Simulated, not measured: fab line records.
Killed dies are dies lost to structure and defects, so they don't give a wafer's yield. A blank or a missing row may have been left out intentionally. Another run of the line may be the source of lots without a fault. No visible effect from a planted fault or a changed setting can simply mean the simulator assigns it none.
fab line records -- flow n5-finfet -- part 1 of 2: steps 1 to 21 of 32
record: lots: 5, wafers: 15, last-day: 18
route steps=1938 shown BEOL_M1@758
lots that met no fault: taken from a fault-free run of the same line
start-h: start of the lot's first displayed wafer, in hours after the record's first day -- wait-h: hours elapsed since this lot's preceding step -- " the same as in the row above -- L1.1+2: one row covering several wafers at once -- - either no value or no given start -- * or withheld: withheld -- < > ~ a bound
route shown NAME@n: names a module that has steps shown in the file, with the first one's number in the route -- usual: mean and standard deviation over wafers with no fault -- same: alike in all rows -- chamber/n: place in a boat -- sites: each site's reading -- _std_site: how widely they spread, as a standard deviation -- _edge_site: inner sites' mean taken away from outer sites' mean -- radius-mm: how far each site lies from the wafer's centre -- mask NAME#n: copy n -- behind: the tool/chamber that last shaped the wafer -- hold: what put the lot on hold/how long, in hours/how the hold closed -- device: names the non-switching transistor (n, p or np) -- end of line: tests of these same wafers at the route's end -- a step with no rows: only its recipe -- killed: not the wafer's yield, but the dies lost to structure and defects at the first sort -- map: a wafer's dies, x killed, . not, _ none there
set.NAME: setting as actually run; set.NAME@STEP: the setting as run at that earlier step -- model.NAME: the simulator's own value behind a step, which no gauge read
lots at some steps of the route; a table a step, a row a wafer
services: when a tool's chamber went out of use (start-h, in hours from the record's first day, below 0 if earlier), for how many hours, and the reason
== steps ==
step: N5_BEOL_M1_COAT_05
recipe: resist: CAR-EUV, spin-rpm: 1500, resist-thk-nm: 30
usual: dispense-pressure-kPa: 56.1/1.8
lot.wafer,tool,chamber,start-h,wait-h,dispense-pressure-kPa
L079.2,litho-track-05,0,-,-,57.9
L079.4,litho-track-05,0,-,-,57.9
L079.6,litho-track-05,0,-,-,57.9
L084.2,litho-track-03,0,-,-,56.5
L084.4,litho-track-03,0,-,-,56.5
L084.5,litho-track-03,0,-,-,56.4
L086.1,litho-track-03,0,-,-,56.4
L086.5,litho-track-03,0,-,-,56.5
L086.6,litho-track-03,0,-,-,56.5
L092.3,litho-track-03,0,-,-,56.5
L092.4,litho-track-03,0,-,-,56.5
L092.6,litho-track-03,0,-,-,56.5
L097.2,litho-track-04,0,-,-,53.4
L097.3,litho-track-04,0,-,-,53.5
L097.6,litho-track-04,0,-,-,53.4
step: N5_BEOL_M1_EBR_07
recipe: solvent: PGMEA, ebr-width-mm: 1.5
same: ebr-width-mm: 1.5
lot.wafer,tool,chamber,start-h,wait-h
L079.2+4+6,litho-track-05,0,-,-
L084.2+4+5,litho-track-03,0,-,-
L086.1+5+6,litho-track-03,0,-,-
L092.3+4+6,litho-track-03,0,-,-
L097.2+3+6,litho-track-04,0,-,-
step: N5_BEOL_M1_SOFTBAKE_06
recipe: temp-c: 110, time-s: 60, resist: CAR-EUV
lot.wafer,tool,chamber,start-h,wait-h
L079.2+4+6,litho-track-05,0,-,-
L084.2+4+5,litho-track-03,0,-,-
L086.1+5+6,litho-track-03,0,-,-
L092.3+4+6,litho-track-03,0,-,-
L097.2+3+6,litho-track-04,0,-,-
step: N5_BEOL_M1_EXPOSE_08
recipe: mask-id: M1, na: 0.33, source-shape: dipole, sigma-inner: 0.369, sigma-outer: 0.767, polarization: unpolarized, dose-mj: 33
usual: stage-msd-nm: 0.917/0.02
lot.wafer,tool,chamber,start-h,wait-h,mask,stage-msd-nm
L079.2,euv-scanner-02,0,148.51,-,M1#0,0.888
L079.4,euv-scanner-02,0,148.51,-,M1#0,0.889
L079.6,euv-scanner-02,0,148.51,-,M1#0,0.887
L084.2,euv-scanner-02,0,184.80,-,M1#0,0.898
L084.4,euv-scanner-02,0,184.80,-,M1#0,0.898
L084.5,euv-scanner-02,0,184.80,-,M1#0,0.899
L086.1,euv-scanner-02,0,200.61,-,M1#0,0.902
L086.5,euv-scanner-02,0,200.61,-,M1#0,0.899
L086.6,euv-scanner-02,0,200.61,-,M1#0,0.900
L092.3,euv-scanner-02,0,229.02,-,M1#0,0.900
L092.4,euv-scanner-02,0,229.02,-,M1#0,0.902
L092.6,euv-scanner-02,0,229.02,-,M1#0,0.903
L097.2,euv-scanner-01,0,263.92,-,M1#0,0.942
L097.3,euv-scanner-01,0,263.92,-,M1#0,0.944
L097.6,euv-scanner-01,0,263.92,-,M1#0,0.944
step: N5_BEOL_M1_PEB_09
recipe: peb-temp-c: 100, peb-time-s: 60, resist: CAR-EUV
lot.wafer,tool,chamber,start-h,wait-h
L079.2+4+6,litho-track-05,0,148.56,0.0
L084.2+4+5,litho-track-05,0,184.85,0.0
L086.1+5+6,litho-track-03,0,200.66,0.1
L092.3+4+6,litho-track-05,0,229.07,0.0
L097.2+3+6,litho-track-05,0,263.97,0.0
step: N5_BEOL_M1_DEVELOP_10
recipe: develop-time-s: 30, developer: TMAH, resist: CAR-EUV, rinse-liquid: surfactant-rinse, dry: air-spin, dev-temp-c: 23
lot.wafer,tool,chamber,start-h,wait-h
L079.2+4+6,litho-track-05,0,-,-
L084.2+4+5,litho-track-05,0,-,-
L086.1+5+6,litho-track-03,0,-,-
L092.3+4+6,litho-track-05,0,-,-
L097.2+3+6,litho-track-05,0,-,-
step: N5_BEOL_M1_CD_MEAS_11
recipe: target-cd-nm: 17.05, landing-energy-ev: 500, detector: se-inlens, polarity: opening
usual: cd-nm: 17.16/0.25
lot.wafer,tool,chamber,start-h,wait-h,cd-nm
L079.2,cd-sem-03,0,148.63,-,17.30
L079.4,cd-sem-03,0,148.63,-,17.37
L079.6,cd-sem-03,0,148.63,-,17.06
L084.2,cd-sem-02,0,184.92,-,17.36
L084.4,cd-sem-02,0,184.92,-,17.07
L084.5,cd-sem-02,0,184.92,-,17.24
L086.1,cd-sem-01,0,200.73,-,17.31
L086.5,cd-sem-01,0,200.73,-,17.43
L086.6,cd-sem-01,0,200.73,-,17.10
L092.3,cd-sem-03,0,229.14,-,17.01
L092.4,cd-sem-03,0,229.14,-,17.51
L092.6,cd-sem-03,0,229.14,-,17.21
L097.2,cd-sem-03,0,264.04,-,17.14
L097.3,cd-sem-03,0,264.04,-,17.01
L097.6,cd-sem-03,0,264.04,-,17.11
step: N5_BEOL_M1_OVL_MEAS_12
recipe: points-per-wafer: 522
usual: M1_OVL: -0.2/0.67
lot.wafer,tool,chamber,start-h,wait-h,M1_OVL[nm]
L079.2,overlay-01,0,148.67,0.0,0.0
L079.4,overlay-01,0,148.67,0.0,0.6
L079.6,overlay-01,0,148.67,0.0,-0.4
L084.2,overlay-01,0,184.95,0.0,0.4
L084.4,overlay-01,0,184.95,0.0,0.5
L084.5,overlay-01,0,184.95,0.0,0.4
L086.1,overlay-01,0,200.76,0.0,0.5
L086.5,overlay-01,0,200.76,0.0,0.4
L086.6,overlay-01,0,200.76,0.0,0.5
L092.3,overlay-01,0,229.18,0.0,0.0
L092.4,overlay-01,0,229.18,0.0,-0.5
L092.6,overlay-01,0,229.18,0.0,0.2
L097.2,overlay-01,0,264.07,0.0,-0.1
L097.3,overlay-01,0,264.07,0.0,-0.1
L097.6,overlay-01,0,264.07,0.0,-0.2
step: N5_BEOL_M1_INSPECT_13
recipe: mode: adi, inspect-instrument: brightfield
usual: raw-defect-count: 399/100
lot.wafer,tool,chamber,start-h,wait-h,raw-defect-count
L079.2,defect-inspect-01,-,148.72,0.0,534
L079.4,defect-inspect-01,-,148.72,0.0,343
L079.6,defect-inspect-01,-,148.72,0.0,351
L084.2,defect-inspect-02,-,185.00,0.0,477
L084.4,defect-inspect-02,-,185.00,0.0,459
L084.5,defect-inspect-02,-,185.00,0.0,421
L086.1,defect-inspect-02,-,200.82,0.1,364
L086.5,defect-inspect-02,-,200.82,0.1,481
L086.6,defect-inspect-02,-,200.82,0.1,325
L092.3,defect-inspect-01,-,229.23,0.0,426
L092.4,defect-inspect-01,-,229.23,0.0,293
L092.6,defect-inspect-01,-,229.23,0.0,393
L097.2,defect-inspect-02,-,264.13,0.0,400
L097.3,defect-inspect-02,-,264.13,0.0,424
L097.6,defect-inspect-02,-,264.13,0.0,341
step: N5_BEOL_M1_DESCUM_16
recipe: chemistry: O2, time-s: 7, source-power-w: 50, bias-power-w: 20, pressure-mtorr: 20, rf-frequency-hz: 2.712e+07, temp-c: 40, resist: CAR-EUV, o2-flow-sccm: 225
usual: drypump-motor-current-A: 5.6/0.51, oes-product-au: 0.78/0.09, rf-vpp-V: 243.9/1.6, showerhead-plenum-p-Torr: 2.13/0.081, throttle-valve-pct: 20.47/0.26
lot.wafer,tool,chamber,start-h,wait-h,drypump-motor-current-A,oes-product-au,rf-hours-counter-h,rf-vpp-V,showerhead-plenum-p-Torr,throttle-valve-pct
L079.2,rie-diel-06,0,148.75,0.0,5.2,0.76,145,241.7,1.99,20.36
L079.4,rie-diel-06,2,148.75,0.0,5.9,0.67,233,242.7,2.06,20.66
L079.6,rie-diel-06,1,148.75,0.0,6.6,0.88,-,244.6,2.21,19.97
L084.2,rie-diel-05,3,185.04,0.0,5.6,0.74,167,244.0,2.18,20.27
L084.4,rie-diel-05,0,185.04,0.0,6.2,0.70,221,241.8,1.97,20.58
L084.5,rie-diel-05,0,185.04,0.0,6.2,0.69,-,242.1,1.97,20.57
L086.1,rie-diel-02,3,200.85,0.0,5.5,0.75,158,244.6,2.16,20.54
L086.5,rie-diel-02,1,200.85,0.0,5.7,1.00,-,243.4,2.23,20.64
L086.6,rie-diel-02,2,200.85,0.0,5.0,0.96,-,246.0,2.21,19.98
L092.3,rie-diel-06,3,229.26,0.0,6.5,0.72,170,243.1,2.17,20.28
L092.4,rie-diel-06,2,229.26,0.0,5.9,0.96,2,244.3,2.05,20.28
L092.6,rie-diel-06,2,229.26,0.0,5.9,0.96,-,242.8,2.05,20.30
L097.2,rie-diel-06,1,264.16,0.0,6.6,0.84,62,246.0,2.20,20.02
L097.3,rie-diel-06,0,264.16,0.0,5.1,0.72,181,241.3,1.98,20.40
L097.6,rie-diel-06,0,264.16,0.0,5.2,0.72,-,242.5,1.98,20.41
step: N5_BEOL_M1_ETCH_74
recipe: chemistry: N2/H2, target: underlayer, target-depth-a: 65, mask-material: CAR-EUV, time-s: 5.2, ion-energy-ev: 200, pressure-mtorr: 30, source-w: 840, bias-w: 150, n2-flow-sccm: 200, h2-flow-sccm: 200, ends: cleared
usual: drypump-motor-current-A: 5.6/0.51, etch-rf-on-time-s: 5.20/0.12, oes-product-au: 0.66/0.072, rf-vpp-V: 525.3/2.8, showerhead-plenum-p-Torr: 2.60/0.1, throttle-valve-pct: 18.0/0.32
lot.wafer,tool,chamber,start-h,wait-h,drypump-motor-current-A,etch-rf-on-time-s,oes-product-au,rf-hours-counter-h,rf-vpp-V,showerhead-plenum-p-Torr,throttle-valve-pct
L079.2,rie-diel-06,0,148.79,0.0,5.1,5.12,0.64,145,522.2,2.43,17.7
L079.4,rie-diel-06,2,148.79,0.0,5.9,5.15,0.58,233,522.7,2.51,18.2
L079.6,rie-diel-06,1,148.79,0.0,6.6,5.30,0.75,-,530.1,2.71,17.5
L084.2,rie-diel-05,3,185.07,0.0,5.6,5.30,0.63,167,526.4,2.66,17.8
L084.4,rie-diel-05,0,185.07,0.0,6.1,4.96,0.62,221,519.7,2.41,18.1
L084.5,rie-diel-05,0,185.07,0.0,6.2,4.95,0.63,-,522.5,2.41,18.1
L086.1,rie-diel-02,3,200.89,0.0,5.5,5.30,0.63,158,526.3,2.65,18.1
L086.5,rie-diel-02,1,200.89,0.0,5.7,5.05,0.85,-,526.6,2.72,18.2
L086.6,rie-diel-02,2,200.89,0.0,5.0,5.23,0.80,-,527.7,2.70,17.4
L092.3,rie-diel-06,3,229.30,0.0,6.5,5.33,0.63,170,525.1,2.64,17.8
L092.4,rie-diel-06,2,229.30,0.0,5.9,4.93,0.82,2,523.4,2.50,17.8
L092.6,rie-diel-06,2,229.30,0.0,5.9,4.97,0.83,-,522.2,2.50,17.8
L097.2,rie-diel-06,1,264.19,0.0,6.6,5.32,0.71,62,528.2,2.69,17.6
L097.3,rie-diel-06,0,264.19,0.0,5.2,5.18,0.62,181,521.0,2.41,17.8
L097.6,rie-diel-06,0,264.19,0.0,5.1,5.14,0.61,-,519.8,2.41,17.8
step: N5_BEOL_M1_ETCH_63
recipe: chemistry: CF4, target: SiARC, target-depth-a: 156, mask-material: CAR-EUV, time-s: 26, ion-energy-ev: 80, pressure-mtorr: 40, source-w: 545, bias-w: 36, Ar_flow_sccm: 100, cf4-flow-sccm: 100, ends: cleared
usual: drypump-motor-current-A: 5.6/0.51, etch-rf-on-time-s: 25.9/0.57, oes-product-au: 0.67/0.073, rf-vpp-V: 184.5/1.3, showerhead-plenum-p-Torr: 2.18/0.078, throttle-valve-pct: 15.67/0.25
lot.wafer,tool,chamber,start-h,wait-h,drypump-motor-current-A,etch-rf-on-time-s,oes-product-au,rf-hours-counter-h,rf-vpp-V,showerhead-plenum-p-Torr,throttle-valve-pct
L079.2,rie-diel-06,0,148.81,0.0,5.1,25.9,0.64,145,182.6,2.05,15.60
L079.4,rie-diel-06,2,148.81,0.0,5.9,25.8,0.57,233,183.3,2.12,15.97
L079.6,rie-diel-06,1,148.81,0.0,6.6,26.5,0.75,-,185.3,2.26,15.24
L084.2,rie-diel-05,3,185.09,0.0,5.6,25.9,0.63,167,184.9,2.23,15.45
L084.4,rie-diel-05,0,185.09,0.0,6.1,24.8,0.63,221,181.0,2.03,15.87
L084.5,rie-diel-05,0,185.09,0.0,6.2,24.7,0.63,-,180.9,2.03,15.87
L086.1,rie-diel-02,3,200.91,0.0,5.5,25.8,0.64,158,185.6,2.23,15.82
L086.5,rie-diel-02,1,200.91,0.0,5.6,24.8,0.86,-,185.0,2.26,15.62
L086.6,rie-diel-02,2,200.91,0.0,5.0,25.9,0.81,-,186.6,2.28,15.27
L092.3,rie-diel-06,3,229.31,0.0,6.5,26.7,0.61,170,182.2,2.22,15.50
L092.4,rie-diel-06,2,229.31,0.0,5.9,24.8,0.82,2,185.3,2.11,15.51
L092.6,rie-diel-06,2,229.31,0.0,5.9,24.9,0.83,-,183.8,2.11,15.51
L097.2,rie-diel-06,1,264.21,0.0,6.6,26.1,0.71,62,184.7,2.25,15.31
L097.3,rie-diel-06,0,264.21,0.0,5.1,25.9,0.62,181,183.7,2.04,15.68
L097.6,rie-diel-06,0,264.21,0.0,5.1,25.9,0.62,-,182.7,2.04,15.66
step: N5_BEOL_M1_ETCH_64
recipe: chemistry: N2/H2, target: SOC, target-depth-a: 750, overetch-a: 150, mask-material: SiARC, temp-c: 40, time-s: 112.5, ion-energy-ev: 200, pressure-mtorr: 30, source-w: 840, bias-w: 150, n2-flow-sccm: 200, h2-flow-sccm: 200
usual: drypump-motor-current-A: 5.6/0.52, oes-product-au: 0.62/0.066, rf-vpp-V: 525.3/2.6, showerhead-plenum-p-Torr: 2.60/0.1, throttle-valve-pct: 17.9/0.32
lot.wafer,tool,chamber,start-h,wait-h,drypump-motor-current-A,oes-product-au,rf-hours-counter-h,rf-vpp-V,showerhead-plenum-p-Torr,throttle-valve-pct
L079.2,rie-diel-06,0,148.83,0.0,5.1,0.59,145,521.0,2.43,17.7
L079.4,rie-diel-06,2,148.83,0.0,5.9,0.53,233,522.5,2.51,18.1
L079.6,rie-diel-06,1,148.83,0.0,6.6,0.70,-,528.6,2.71,17.5
L084.2,rie-diel-05,3,185.12,0.0,5.6,0.58,167,527.1,2.66,17.7
L084.4,rie-diel-05,0,185.12,0.0,6.1,0.56,222,520.2,2.41,18.1
L084.5,rie-diel-05,0,185.12,0.0,6.1,0.57,-,519.9,2.41,18.1
L086.1,rie-diel-02,3,200.93,0.0,5.5,0.59,158,526.5,2.65,18.0
L086.5,rie-diel-02,1,200.93,0.0,5.6,0.78,-,527.5,2.72,18.2
L086.6,rie-diel-02,2,200.93,0.0,5.0,0.74,-,527.1,2.70,17.3
L092.3,rie-diel-06,3,229.34,0.0,6.5,0.58,170,527.4,2.64,17.7
L092.4,rie-diel-06,2,229.34,0.0,5.9,0.75,2,522.8,2.50,17.7
L092.6,rie-diel-06,2,229.34,0.0,5.8,0.75,-,522.8,2.50,17.7
L097.2,rie-diel-06,1,264.24,0.0,6.6,0.66,62,529.4,2.69,17.5
L097.3,rie-diel-06,0,264.24,0.0,5.1,0.57,181,521.4,2.41,17.8
L097.6,rie-diel-06,0,264.24,0.0,5.1,0.57,-,521.6,2.41,17.8
step: N5_BEOL_M1_STRIP_65
recipe: chemistry: N2/H2, temp-c: 40, n2-flow-sccm: 200, h2-flow-sccm: 200, rf-frequency-hz: 6e+07
lot.wafer,tool,chamber,start-h,wait-h
L079.2+4+6,rie-diel-06,"0,2,1",148.94,0.1
L084.2+4+5,rie-diel-05,"3,0,0",185.22,0.1
L086.1+5+6,rie-diel-02,"3,1,2",201.04,0.1
L092.3+4+6,rie-diel-06,"3,2,2",229.45,0.1
L097.2+3+6,rie-diel-06,"1,0,0",264.35,0.1
step: N5_BEOL_M1_STRIP_75
recipe: chemistry: N2/H2, temp-c: 40, n2-flow-sccm: 200, h2-flow-sccm: 200, rf-frequency-hz: 6e+07
lot.wafer,tool,chamber,start-h,wait-h
L079.2+4+6,rie-diel-06,"0,2,1",148.95,0.0
L084.2+4+5,rie-diel-05,"3,0,0",185.23,0.0
L086.1+5+6,rie-diel-02,"3,1,2",201.05,0.0
L092.3+4+6,rie-diel-06,"3,2,2",229.46,0.0
L097.2+3+6,rie-diel-06,"1,0,0",264.36,0.0
step: N5_BEOL_M1_STRIP_66
recipe: chemistry: CF4, resist: SiARC, power-w: 300, bias-power-w: 75, pressure-mtorr: 50, cf4-flow-sccm: 150, rf-frequency-hz: 6e+07
usual: drypump-motor-current-A: 5.6/0.51, oes-product-au: 0.77/0.082, rf-vpp-V: 272.0/1.6, showerhead-plenum-p-Torr: 1.83/0.063, throttle-valve-pct: 13.65/0.26
lot.wafer,tool,chamber,start-h,wait-h,drypump-motor-current-A,oes-product-au,rf-hours-counter-h,rf-vpp-V,showerhead-plenum-p-Torr,throttle-valve-pct
L079.2,rie-diel-06,0,148.96,0.0,5.1,0.74,145,270.3,1.71,13.59
L079.4,rie-diel-06,2,148.96,0.0,5.9,0.66,233,270.5,1.79,14.02
L079.6,rie-diel-06,1,148.96,0.0,6.6,0.88,-,275.3,1.90,13.22
L084.2,rie-diel-05,3,185.24,0.0,5.6,0.73,167,272.1,1.86,13.44
L084.4,rie-diel-05,0,185.24,0.0,6.2,0.71,222,269.0,1.71,13.89
L084.5,rie-diel-05,0,185.24,0.0,6.2,0.71,-,268.3,1.71,13.91
L086.1,rie-diel-02,3,201.06,0.0,5.5,0.73,158,272.2,1.87,13.83
L086.5,rie-diel-02,1,201.06,0.0,5.7,0.97,-,273.9,1.90,13.55
L086.6,rie-diel-02,2,201.06,0.0,5.0,0.93,-,273.9,1.90,13.17
L092.3,rie-diel-06,3,229.47,0.0,6.5,0.73,170,272.9,1.87,13.52
L092.4,rie-diel-06,2,229.47,0.0,5.9,0.93,2,270.2,1.78,13.47
L092.6,rie-diel-06,2,229.47,0.0,5.9,0.94,-,270.5,1.78,13.47
L097.2,rie-diel-06,1,264.37,0.0,6.6,0.84,62,272.9,1.89,13.29
L097.3,rie-diel-06,0,264.37,0.0,5.1,0.72,181,269.8,1.70,13.67
L097.6,rie-diel-06,0,264.37,0.0,5.1,0.71,-,268.8,1.70,13.68
step: N5_BEOL_M1_HM_OPEN_17
recipe: chemistry: Cl2/BCl3, target-depth-a: 200, overetch-a: 60, target: TiN, mask-material: SOC, ion-energy-ev: 150, pressure-mtorr: 10, icp-w: 1000, bias-w: 126, Cl2_flow_sccm: 53.25, bcl3-flow-sccm: 21.75, Ar_flow_sccm: 25
usual: drypump-motor-current-A: 5.8/0.42, oes-product-au: 0.75/0.049, throttle-valve-pct: 22.18/0.21
lot.wafer,tool,chamber,start-h,wait-h,drypump-motor-current-A,oes-product-au,rf-hours-counter-h,throttle-valve-pct
L079.2,rie-metal-02,0,149.00,0.0,6.1,0.77,8,22.29
L079.4,rie-metal-02,1,149.00,0.0,6.2,0.77,-,22.47
L079.6,rie-metal-02,0,149.00,0.0,6.0,0.76,-,22.26
L084.2,rie-metal-02,1,185.29,0.0,6.2,0.75,7,22.48
L084.4,rie-metal-02,0,185.29,0.0,6.0,0.74,-,22.27
L084.5,rie-metal-02,0,185.29,0.0,6.0,0.75,-,22.30
L086.1,rie-metal-03,1,201.10,0.0,4.9,0.78,5,22.10
L086.5,rie-metal-03,0,201.10,0.0,5.5,0.75,-,21.86
L086.6,rie-metal-03,1,201.10,0.0,4.9,0.76,-,22.10
L092.3,rie-metal-01,1,229.54,0.1,6.1,0.65,-,22.15
L092.4,rie-metal-01,0,229.54,0.1,5.3,0.77,-,22.15
L092.6,rie-metal-01,0,229.54,0.1,5.3,0.78,-,22.13
L097.2,rie-metal-02,1,264.41,0.0,6.2,0.73,12,22.50
L097.3,rie-metal-02,1,264.41,0.0,6.2,0.73,-,22.48
L097.6,rie-metal-02,0,264.41,0.0,6.1,0.71,-,22.32
step: N5_BEOL_M1_STRIP_19
recipe: chemistry: O2, power-w: 400, temp-c: 40, pressure-mtorr: 30, rf-frequency-hz: 6e+07, bias-power-w: 0, overash-fraction: 0.2, o2-flow-sccm: 225
usual: drypump-motor-current-A: 5.5/0.43, oes-product-au: 0.78/0.094, rf-vpp-V: 3.6/0.43, showerhead-plenum-p-Torr: 2.14/0.085, throttle-valve-pct: 16.77/0.29
same: overash-fraction: 0.2
lot.wafer,tool,chamber,start-h,wait-h,drypump-motor-current-A,oes-product-au,rf-hours-counter-h,rf-vpp-V,showerhead-plenum-p-Torr,throttle-valve-pct
L079.2,rie-diel-06,2,149.11,0.1,5.9,0.67,233,4.0,2.06,16.98
L079.4,rie-diel-06,3,149.11,0.1,6.4,0.74,149,3.4,2.18,16.50
L079.6,rie-diel-06,1,149.11,0.1,6.6,0.89,-,3.1,2.21,16.24
L084.2,rie-diel-06,2,185.40,0.1,5.9,0.67,243,3.3,2.06,17.00
L084.4,rie-diel-06,2,185.40,0.1,5.9,0.67,-,3.2,2.06,16.98
L084.5,rie-diel-06,1,185.40,0.1,6.6,0.88,-,4.1,2.21,16.28
L086.1,rie-diel-02,3,201.21,0.1,5.5,0.75,158,2.8,2.17,16.82
L086.5,rie-diel-02,2,201.21,0.1,5.0,0.96,-,4.4,2.22,16.22
L086.6,rie-diel-02,1,201.21,0.1,5.6,0.99,-,3.9,2.24,16.76
L092.3,rie-diel-02,1,229.62,0.1,5.6,0.96,15,4.2,2.23,16.77
L092.4,rie-diel-02,2,229.62,0.1,5.0,0.95,17,3.7,2.21,16.22
L092.6,rie-diel-02,2,229.62,0.1,5.0,0.95,-,2.6,2.21,16.21
L097.2,rie-diel-02,0,264.52,0.1,5.2,0.73,181,2.7,2.18,17.15
L097.3,rie-diel-02,1,264.52,0.1,5.7,0.94,24,3.6,2.23,16.81
L097.6,rie-diel-02,3,264.52,0.1,5.5,0.73,-,3.9,2.16,16.85
step: N5_BEOL_M1_CD_MEAS_18
recipe: pitch-nm: 36, target-cd-nm: 18
usual: cd-nm: 18.2/0.34
lot.wafer,tool,chamber,start-h,wait-h,cd-nm
L079.2,cd-sem-02,-,149.18,0.1,18.4
L079.4,cd-sem-02,-,149.18,0.1,18.5
L079.6,cd-sem-02,-,149.18,0.1,18.6
L084.2,cd-sem-03,-,185.47,0.1,17.9
L084.4,cd-sem-03,-,185.47,0.1,18.4
L084.5,cd-sem-03,-,185.47,0.1,18.4
L086.1,cd-sem-01,-,201.28,0.0,18.4
L086.5,cd-sem-01,-,201.28,0.0,18.4
L086.6,cd-sem-01,-,201.28,0.0,18.4
L092.3,cd-sem-03,-,229.69,0.1,18.3
L092.4,cd-sem-03,-,229.69,0.1,18.0
L092.6,cd-sem-03,-,229.69,0.1,17.8
L097.2,cd-sem-02,-,264.59,0.1,18.1
L097.3,cd-sem-02,-,264.59,0.1,18.2
L097.6,cd-sem-02,-,264.59,0.1,18.2
step: N5_BEOL_M1_COAT_67
recipe: resist: SOC, temp-c: 250, time-s: 60, spin-rpm: 1500, resist-thk-nm: 60
usual: dispense-pressure-kPa: 55.9/1.7
lot.wafer,tool,chamber,start-h,wait-h,dispense-pressure-kPa
L079.2,litho-track-04,0,149.22,0.0,53.5
L079.4,litho-track-04,0,149.22,0.0,53.5
L079.6,litho-track-04,0,149.22,0.0,53.5
L084.2,litho-track-05,0,185.50,0.0,57.9
L084.4,litho-track-05,0,185.50,0.0,57.9
L084.5,litho-track-05,0,185.50,0.0,57.9
L086.1,litho-track-03,0,201.32,0.0,56.5
L086.5,litho-track-03,0,201.32,0.0,56.5
L086.6,litho-track-03,0,201.32,0.0,56.5
L092.3,litho-track-05,0,229.73,0.0,58.0
L092.4,litho-track-05,0,229.73,0.0,58.0
L092.6,litho-track-05,0,229.73,0.0,57.9
L097.2,litho-track-04,0,264.62,0.0,53.4
L097.3,litho-track-04,0,264.62,0.0,53.4
L097.6,litho-track-04,0,264.62,0.0,53.4
step: N5_BEOL_M1_COAT_68
recipe: resist: SiARC, temp-c: 220, time-s: 60, spin-rpm: 1500, resist-thk-nm: 12
usual: dispense-pressure-kPa: 55.9/1.7
lot.wafer,tool,chamber,start-h,wait-h,dispense-pressure-kPa
L079.2,litho-track-04,0,-,-,53.4
L079.4,litho-track-04,0,-,-,53.4
L079.6,litho-track-04,0,-,-,53.4
L084.2,litho-track-05,0,-,-,57.9
L084.4,litho-track-05,0,-,-,57.9
L084.5,litho-track-05,0,-,-,57.9
L086.1,litho-track-03,0,-,-,56.5
L086.5,litho-track-03,0,-,-,56.4
L086.6,litho-track-03,0,-,-,56.4
L092.3,litho-track-05,0,-,-,57.8
L092.4,litho-track-05,0,-,-,57.9
L092.6,litho-track-05,0,-,-,57.9
L097.2,litho-track-04,0,-,-,53.4
L097.3,litho-track-04,0,-,-,53.4
L097.6,litho-track-04,0,-,-,53.4
